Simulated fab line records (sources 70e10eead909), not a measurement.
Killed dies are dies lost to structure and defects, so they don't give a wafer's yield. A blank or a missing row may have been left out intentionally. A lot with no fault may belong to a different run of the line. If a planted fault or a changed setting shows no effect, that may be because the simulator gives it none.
The tool behind it: which one? :: flow nand-harc :: 11 lots with 33 wafers sampled at 4 steps, on a route of 1302 steps

## WHAT THE GAUGES SHOWED, per wafer
Not one reading of a measure or inspect step in the record can be checked against a usual standard deviation.

## EACH LOT AND THE TOOL THAT RAN IT (in order: tool; ch and the chambers of the sampled wafers; start)
lot: L108
NHARC_A_STAIRCASE_DEP_259: pecvd-02 ch 1,2, day 17 04:28
NHARC_A_STAIRCASE_HM_OPEN_457: rie-diel-02 ch 2,3, day 17 14:23 or earlier
NHARC_A_STAIRCASE_EXPOSE_286: krf-scanner-01 ch 0, day 17 14:23
NHARC_A_STAIRCASE_HM_OPEN_460: rie-diel-03 ch 0,2,3, no start

lot: L109
NHARC_A_STAIRCASE_DEP_259: pecvd-02 ch 0,2, day 17 04:38
NHARC_A_STAIRCASE_HM_OPEN_457: rie-diel-03 ch 0,3, day 17 16:15 or earlier
NHARC_A_STAIRCASE_EXPOSE_286: krf-scanner-02 ch 0, day 17 16:15
NHARC_A_STAIRCASE_HM_OPEN_460: rie-diel-06 ch 2,3, no start

lot: L107
NHARC_A_STAIRCASE_DEP_259: pecvd-03 ch 0,2, day 17 06:24
NHARC_A_STAIRCASE_HM_OPEN_457: rie-diel-03 ch 0,1,3, day 17 16:59 or earlier
NHARC_A_STAIRCASE_EXPOSE_286: krf-scanner-03 ch 0, day 17 16:59
NHARC_A_STAIRCASE_HM_OPEN_460: rie-diel-03 ch 0,2,3, no start

lot: L112
NHARC_A_STAIRCASE_DEP_259: pecvd-03 ch 0,1,2, day 18 04:57
NHARC_A_STAIRCASE_HM_OPEN_457: rie-diel-03 ch 0,1,2, day 18 11:25 or earlier
NHARC_A_STAIRCASE_EXPOSE_286: krf-scanner-01 ch 0, day 18 11:25
NHARC_A_STAIRCASE_HM_OPEN_460: rie-diel-06 ch 0,2,3, no start

lot: L111
NHARC_A_STAIRCASE_DEP_259: pecvd-03 ch 0,2, day 18 05:29
NHARC_A_STAIRCASE_HM_OPEN_457: rie-diel-06 ch 0,3, day 18 12:31 or earlier
NHARC_A_STAIRCASE_EXPOSE_286: krf-scanner-03 ch 0, day 18 12:31
NHARC_A_STAIRCASE_HM_OPEN_460: rie-diel-02 ch 1,3, no start

lot: L110
NHARC_A_STAIRCASE_DEP_259: pecvd-03 ch 1,2, day 18 06:35
NHARC_A_STAIRCASE_HM_OPEN_457: rie-diel-03 ch 1,2, day 18 13:24 or earlier
NHARC_A_STAIRCASE_EXPOSE_286: krf-scanner-03 ch 0, day 18 13:24
NHARC_A_STAIRCASE_HM_OPEN_460: rie-diel-03 ch 2,3, no start

lot: L115
NHARC_A_STAIRCASE_DEP_259: pecvd-03 ch 0,1,2, day 19 00:48
NHARC_A_STAIRCASE_HM_OPEN_457: rie-diel-03 ch 0,1, day 19 08:41 or earlier
NHARC_A_STAIRCASE_EXPOSE_286: krf-scanner-03 ch 0, day 19 08:41
NHARC_A_STAIRCASE_HM_OPEN_460: rie-diel-06 ch 0,1,2, no start

lot: L118
NHARC_A_STAIRCASE_DEP_259: pecvd-02 ch 0,2, day 21 06:59
NHARC_A_STAIRCASE_HM_OPEN_457: rie-diel-03 ch 2,3, day 21 16:43 or earlier
NHARC_A_STAIRCASE_EXPOSE_286: krf-scanner-01 ch 0, day 21 16:43
NHARC_A_STAIRCASE_HM_OPEN_460: rie-diel-06 ch 0,2,3, no start

lot: L123
NHARC_A_STAIRCASE_DEP_259: pecvd-03 ch 0,1,2, day 23 17:32
NHARC_A_STAIRCASE_HM_OPEN_457: rie-diel-06 ch 0,1,2, day 24 03:47 or earlier
NHARC_A_STAIRCASE_EXPOSE_286: krf-scanner-01 ch 0, day 24 03:47
NHARC_A_STAIRCASE_HM_OPEN_460: rie-diel-03 ch 0,1,3, no start

lot: L127
NHARC_A_STAIRCASE_DEP_259: pecvd-04 ch 0,2, day 25 02:02
NHARC_A_STAIRCASE_HM_OPEN_457: rie-diel-06 ch 0,1,3, day 25 08:28 or earlier
NHARC_A_STAIRCASE_EXPOSE_286: krf-scanner-02 ch 0, day 25 08:28
NHARC_A_STAIRCASE_HM_OPEN_460: rie-diel-02 ch 1,2,3, no start

lot: L128
NHARC_A_STAIRCASE_DEP_259: pecvd-04 ch 1,2, day 25 15:22
NHARC_A_STAIRCASE_HM_OPEN_457: rie-diel-03 ch 1,2, day 25 22:46 or earlier
NHARC_A_STAIRCASE_EXPOSE_286: krf-scanner-02 ch 0, day 25 22:46
NHARC_A_STAIRCASE_HM_OPEN_460: rie-diel-03 ch 1,2,3, no start
- NHARC_A_STAIRCASE_DEP_259: deposits SiON, target thk 30 nm.
- NHARC_A_STAIRCASE_HM_OPEN_457: chemistry O2/COS.
- NHARC_A_STAIRCASE_EXPOSE_286: exposes mask CHOP 100.
- NHARC_A_STAIRCASE_HM_OPEN_460: chemistry O2/COS.

## WHAT THE TOOLS THEMSELVES READ (means of the sampled wafers that have a number; where no wafer has one, the mark that the record gives instead)
NHARC_A_STAIRCASE_DEP_259.
lot: L108
tool: pecvd-02
heater-power-outer-w (W): 408
heater-power-w (W): 729

lot: L109
tool: pecvd-02
heater-power-outer-w (W): 447
heater-power-w (W): 747

lot: L107
tool: pecvd-03
heater-power-outer-w (W): 418
heater-power-w (W): 667

lot: L112
tool: pecvd-03
heater-power-outer-w (W): 428
heater-power-w (W): 692

lot: L111
tool: pecvd-03
heater-power-outer-w (W): 425
heater-power-w (W): 683

lot: L110
tool: pecvd-03
heater-power-outer-w (W): 474
heater-power-w (W): 773

lot: L115
tool: pecvd-03
heater-power-outer-w (W): 439
heater-power-w (W): 711

lot: L118
tool: pecvd-02
heater-power-outer-w (W): 521
heater-power-w (W): 838

lot: L123
tool: pecvd-03
heater-power-outer-w (W): 393
heater-power-w (W): 653

lot: L127
tool: pecvd-04
heater-power-outer-w (W): 443
heater-power-w (W): 716

lot: L128
tool: pecvd-04
heater-power-outer-w (W): 427
heater-power-w (W): 671

NHARC_A_STAIRCASE_HM_OPEN_457.
lot: L108
tool: rie-diel-02
chamber-pressure-mTorr (mTorr): 20.003
drypump-motor-current-A (A): 5.45
oes-product-au (a.u.): 1.007
rf-vpp-V (V): 468
showerhead-plenum-p-Torr (Torr): 3.18
throttle-valve-pct (%): 28.323

lot: L109
tool: rie-diel-03
chamber-pressure-mTorr (mTorr): 20.021
drypump-motor-current-A (A): 5.48
oes-product-au (a.u.): 1.006
rf-vpp-V (V): 465
showerhead-plenum-p-Torr (Torr): 3.04
throttle-valve-pct (%): 28.337

lot: L107
tool: rie-diel-03
chamber-pressure-mTorr (mTorr): 19.999
drypump-motor-current-A (A): 5.56
oes-product-au (a.u.): 1.006
rf-vpp-V (V): 467
showerhead-plenum-p-Torr (Torr): 3.11
throttle-valve-pct (%): 28.328

lot: L112
tool: rie-diel-03
chamber-pressure-mTorr (mTorr): 19.994
drypump-motor-current-A (A): 5.49
oes-product-au (a.u.): 1.008
rf-vpp-V (V): 468
showerhead-plenum-p-Torr (Torr): 3.14
throttle-valve-pct (%): 28.335

lot: L111
tool: rie-diel-06
chamber-pressure-mTorr (mTorr): 20.013
drypump-motor-current-A (A): 5.32
oes-product-au (a.u.): 0.998
rf-vpp-V (V): 470
showerhead-plenum-p-Torr (Torr): 3.28
throttle-valve-pct (%): 28.325

lot: L110
tool: rie-diel-03
chamber-pressure-mTorr (mTorr): 19.993
drypump-motor-current-A (A): 5.52
oes-product-au (a.u.): 1.013
rf-vpp-V (V): 469
showerhead-plenum-p-Torr (Torr): 3.22
throttle-valve-pct (%): 28.327

lot: L115
tool: rie-diel-03
chamber-pressure-mTorr (mTorr): 19.986
drypump-motor-current-A (A): 5.63
oes-product-au (a.u.): 0.999
rf-vpp-V (V): 468
showerhead-plenum-p-Torr (Torr): 3.19
throttle-valve-pct (%): 28.327

lot: L118
tool: rie-diel-03
chamber-pressure-mTorr (mTorr): 20.002
drypump-motor-current-A (A): 5.47
oes-product-au (a.u.): 1.002
rf-vpp-V (V): 467
showerhead-plenum-p-Torr (Torr): 3.13
throttle-valve-pct (%): 28.337

lot: L123
tool: rie-diel-06
chamber-pressure-mTorr (mTorr): 20.019
drypump-motor-current-A (A): 5.24
oes-product-au (a.u.): 1.000
rf-vpp-V (V): 467
showerhead-plenum-p-Torr (Torr): 3.12
throttle-valve-pct (%): 28.333

lot: L127
tool: rie-diel-06
chamber-pressure-mTorr (mTorr): 19.992
drypump-motor-current-A (A): 5.42
oes-product-au (a.u.): 0.990
rf-vpp-V (V): 467
showerhead-plenum-p-Torr (Torr): 3.17
throttle-valve-pct (%): 28.334

lot: L128
tool: rie-diel-03
chamber-pressure-mTorr (mTorr): 19.995
drypump-motor-current-A (A): 5.72
oes-product-au (a.u.): 0.997
rf-vpp-V (V): 470
showerhead-plenum-p-Torr (Torr): 3.25
throttle-valve-pct (%): 28.341

NHARC_A_STAIRCASE_EXPOSE_286.
lot: L108
tool: krf-scanner-01
exposure-dose-mJ-cm2: 25.040
focus-offset-nm (nm): 0.8

lot: L109
tool: krf-scanner-02
exposure-dose-mJ-cm2: 24.988
focus-offset-nm (nm): -0.5

lot: L107
tool: krf-scanner-03
exposure-dose-mJ-cm2: 25.031
focus-offset-nm (nm): 0.1

lot: L112
tool: krf-scanner-01
exposure-dose-mJ-cm2: 24.987
focus-offset-nm (nm): -0.2

lot: L111
tool: krf-scanner-03
exposure-dose-mJ-cm2: 24.991
focus-offset-nm (nm): -0.3

lot: L110
tool: krf-scanner-03
exposure-dose-mJ-cm2: 25.012
focus-offset-nm (nm): -0.1

lot: L115
tool: krf-scanner-03
exposure-dose-mJ-cm2: 25.001
focus-offset-nm (nm): -0.6

lot: L118
tool: krf-scanner-01
exposure-dose-mJ-cm2: 16.113
focus-offset-nm (nm): 0.0

lot: L123
tool: krf-scanner-01
exposure-dose-mJ-cm2: 16.136
focus-offset-nm (nm): -0.4

lot: L127
tool: krf-scanner-02
exposure-dose-mJ-cm2: 25.023
focus-offset-nm (nm): 0.1

lot: L128
tool: krf-scanner-02
exposure-dose-mJ-cm2: 25.025
focus-offset-nm (nm): 0.1

NHARC_A_STAIRCASE_HM_OPEN_460.
lot: L108
tool: rie-diel-03
chamber-pressure-mTorr (mTorr): 20.003
drypump-motor-current-A (A): 5.40
oes-product-au (a.u.): 1.013
rf-vpp-V (V): 466
showerhead-plenum-p-Torr (Torr): 3.06
throttle-valve-pct (%): 28.324

lot: L109
tool: rie-diel-06
chamber-pressure-mTorr (mTorr): 20.001
drypump-motor-current-A (A): 5.77
oes-product-au (a.u.): 0.985
rf-vpp-V (V): 466
showerhead-plenum-p-Torr (Torr): 3.12
throttle-valve-pct (%): 28.331

lot: L107
tool: rie-diel-03
chamber-pressure-mTorr (mTorr): 20.006
drypump-motor-current-A (A): 5.40
oes-product-au (a.u.): 1.010
rf-vpp-V (V): 466
showerhead-plenum-p-Torr (Torr): 3.06
throttle-valve-pct (%): 28.335

lot: L112
tool: rie-diel-06
chamber-pressure-mTorr (mTorr): 20.002
drypump-motor-current-A (A): 5.45
oes-product-au (a.u.): 0.989
rf-vpp-V (V): 468
showerhead-plenum-p-Torr (Torr): 3.17
throttle-valve-pct (%): 28.345

lot: L111
tool: rie-diel-02
chamber-pressure-mTorr (mTorr): 19.999
drypump-motor-current-A (A): 5.39
oes-product-au (a.u.): 1.009
rf-vpp-V (V): 470
showerhead-plenum-p-Torr (Torr): 3.22
throttle-valve-pct (%): 28.332

lot: L110
tool: rie-diel-03
chamber-pressure-mTorr (mTorr): 20.005
drypump-motor-current-A (A): 5.53
oes-product-au (a.u.): 1.010
rf-vpp-V (V): 467
showerhead-plenum-p-Torr (Torr): 3.11
throttle-valve-pct (%): 28.327

lot: L115
tool: rie-diel-06
chamber-pressure-mTorr (mTorr): 19.994
drypump-motor-current-A (A): 5.23
oes-product-au (a.u.): 0.983
rf-vpp-V (V): 467
showerhead-plenum-p-Torr (Torr): 3.14
throttle-valve-pct (%): 28.337

lot: L118
tool: rie-diel-06
chamber-pressure-mTorr (mTorr): 19.990
drypump-motor-current-A (A): 5.45
oes-product-au (a.u.): 0.990
rf-vpp-V (V): 468
showerhead-plenum-p-Torr (Torr): 3.16
throttle-valve-pct (%): 28.329

lot: L123
tool: rie-diel-03
chamber-pressure-mTorr (mTorr): 20.008
drypump-motor-current-A (A): 5.56
oes-product-au (a.u.): 0.990
rf-vpp-V (V): 469
showerhead-plenum-p-Torr (Torr): 3.25
throttle-valve-pct (%): 28.333

lot: L127
tool: rie-diel-02
chamber-pressure-mTorr (mTorr): 20.004
drypump-motor-current-A (A): 5.55
oes-product-au (a.u.): 1.002
rf-vpp-V (V): 470
showerhead-plenum-p-Torr (Torr): 3.22
throttle-valve-pct (%): 28.330

lot: L128
tool: rie-diel-03
chamber-pressure-mTorr (mTorr): 19.990
drypump-motor-current-A (A): 5.64
oes-product-au (a.u.): 1.000
rf-vpp-V (V): 467
showerhead-plenum-p-Torr (Torr): 3.17
throttle-valve-pct (%): 28.334

## THE ANSWER, worked out from the rows above alone
Rule: the lots themselves supply what counts as usual. The widest of any qualifying gaps counts: lots, ordered by their means at a reading, are off when they make up no more than a third of the lots, leave a main group of 4 or more, and stand apart from it by 3 or more times the standard deviation of that group's means. The tables above print the reading to a certain number of digits; a main group whose means all agree to those digits is not used. Also off: a lot with no number at a reading for which 4 or more lots have one. The other lots that the step has rows for count as sound. First the gauges in route order, then the tools' own readings, where a lot's mean is used as printed above. At the first step where some lot is off, the reading lying furthest off is the one used; lots without a number count as furthest.
Off: L118, L123 (NHARC_A_STAIRCASE_EXPOSE_286, exposure-dose-mJ-cm2). For the main group the mean is 25.011 and the standard deviation 0.019.
If a tool, at that step or one of the process steps before it, ran each lot that is off and ran no sound lot following the first of them, it fits. With no start given for some of its lots, NHARC_A_STAIRCASE_HM_OPEN_457 uses the hours and lot order of NHARC_A_STAIRCASE_EXPOSE_286. One candidate fits, namely krf-scanner-01 at NHARC_A_STAIRCASE_EXPOSE_286. Its last sound lot is L112 (day 18 11:25), its first lot that is off L118 (day 21 16:43): a fault that began between those two fits.
On the lots that are off, the tool's own readings at NHARC_A_STAIRCASE_EXPOSE_286 differ by more than 5 times the standard deviation of the sound lots' means, which bears it out; exposure-dose-mJ-cm2 reads 16.124 there versus 25.011 on the sound lots.

## WHAT WAS PUT IN BY THE SIMULATOR
Process parameter drift: krf-scanner-01, from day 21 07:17 on, at NHARC_A_STAIRCASE_EXPOSE_286. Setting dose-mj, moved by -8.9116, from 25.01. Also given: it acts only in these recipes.
Shown lots that were struck: L118, L123. The same result came from the rule above.
